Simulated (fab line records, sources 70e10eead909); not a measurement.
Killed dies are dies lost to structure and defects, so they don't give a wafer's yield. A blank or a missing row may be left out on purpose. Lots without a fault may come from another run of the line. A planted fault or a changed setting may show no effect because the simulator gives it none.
Problem report in the 8D (eight disciplines) form, filled by code | flow nand_harc | the parts of the form that need people (team, actions taken, sign-off) are left out

1. THE PROBLEM
run_length_s at NHARC_A_BLC_ETCH_17 reads a mean of 613.9 s on 2 wafers of 1 lot; wafers without a fault read 630.8 s with a standard deviation of 0.33. That is -51 standard deviations from the usual mean.
The step: etches the open film in N2/H2, target depth 390 nm, time 609.38 s.
First seen on wafer L308.2, day 27 09:21, on rie_diel-11. The record holds 36 wafers of 12 lots with a number at this step. Rule for "out", or "out of limits": more than 4 standard deviations from the usual mean. The other wafers with a number count as sound.

2. WHAT IT IS AND WHAT IT IS NOT
question                    | is                | is not
which readings at this step | run_length_s      | chamber_pressure_mTorr, drypump_motor_current_A, rf_vpp_V, showerhead_plenum_p_Torr, throttle_valve_pct
which lots                  | L308              | L298, L299, L300, L302, L303, L305, L306, L307, L310, L320, L321
which wafers of those lots  | L308.2, L308.4    | L308.1
read on which tools         | rie_diel-11       | rie_diel-07
when                        | from day 27 09:21 | up to then (28 sound wafers); but 6 sound wafers of L320, L321 came after

3. SUSPECTS, AND WHAT RULES EACH OUT
Counting: a tool at a process step up to the reading stays a suspect if it ran every lot that is out. Sound lots after the first of them don't rule it out here, since some wafers of a struck lot are sound.
- har_cap_etch-01 at NHARC_A_CONTACT_ETCH_138 (etches the open film in C4F8/O2/Ar, time 311 s, target depth 1914 nm): kept. It ran the lot that is out, L308 (day 27 04:49); its last sound lot up to then is L306 (day 25 11:42).
- cvd_w-01 at NHARC_A_CONTACT_CVD_19 (deposits W, target thk 300 nm, time 802 s): kept. It ran the lot that is out, L308 (day 27 09:04); its last sound lot up to then is L307 (day 27 02:29). NHARC_A_CONTACT_CVD_19 gives no start for some lots, so the hours and the order of its lots are those of NHARC_A_BLC_OVL_MEAS_11.
- rie_diel-11 at NHARC_A_BLC_ETCH_17 (etches the open film in N2/H2, target depth 390 nm, time 609.38 s): kept. It ran the lot that is out, L308 (day 27 09:21); its last sound lot up to then is L310 (day 26 21:51). Its own readings are out on those wafers: run_length_s.
- Within cvd_w-01 at NHARC_A_CONTACT_CVD_19: the wafers that are out ran in chamber 0; their sound lot-mates ran in chamber 1.
- Within rie_diel-11 at NHARC_A_BLC_ETCH_17: the wafers that are out ran in chambers 2, 3; their sound lot-mates ran in chamber 0.
Left after counting: har_cap_etch-01 at NHARC_A_CONTACT_ETCH_138, cvd_w-01 at NHARC_A_CONTACT_CVD_19, rie_diel-11 at NHARC_A_BLC_ETCH_17.

4. THE CAUSE (what the simulator had put in)
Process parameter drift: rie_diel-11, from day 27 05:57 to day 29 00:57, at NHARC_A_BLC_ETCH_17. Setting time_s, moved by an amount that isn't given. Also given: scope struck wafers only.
Counting left 3 suspects, and this tool is among them.

5. THE CHAIN OF EFFECTS, in route order
Each row: a reading whose mean over the struck wafers that have a number lies more than 3 standard deviations from the usual. Only readings for which the record gives a usual standard deviation are gone through. hours: the time from each lot's start at the first step in this table that gives one to its start at this step, as a median over the lots. sigmas: the change in usual standard deviations.
hours | step                | reading      | usual   | on struck wafers | change | sigmas
0     | NHARC_A_BLC_ETCH_17 | run_length_s | 630.8 s | 613.9            | -16.9  | -51
The process steps in it:
- NHARC_A_BLC_ETCH_17: etches the open film in N2/H2, target depth 390 nm, time 609.38 s.

6. WHAT WOULD HAVE CAUGHT IT SOONER
In this record the first reading out of limits was taken at day 27 09:21, 3 hours after the fault began at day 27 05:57.
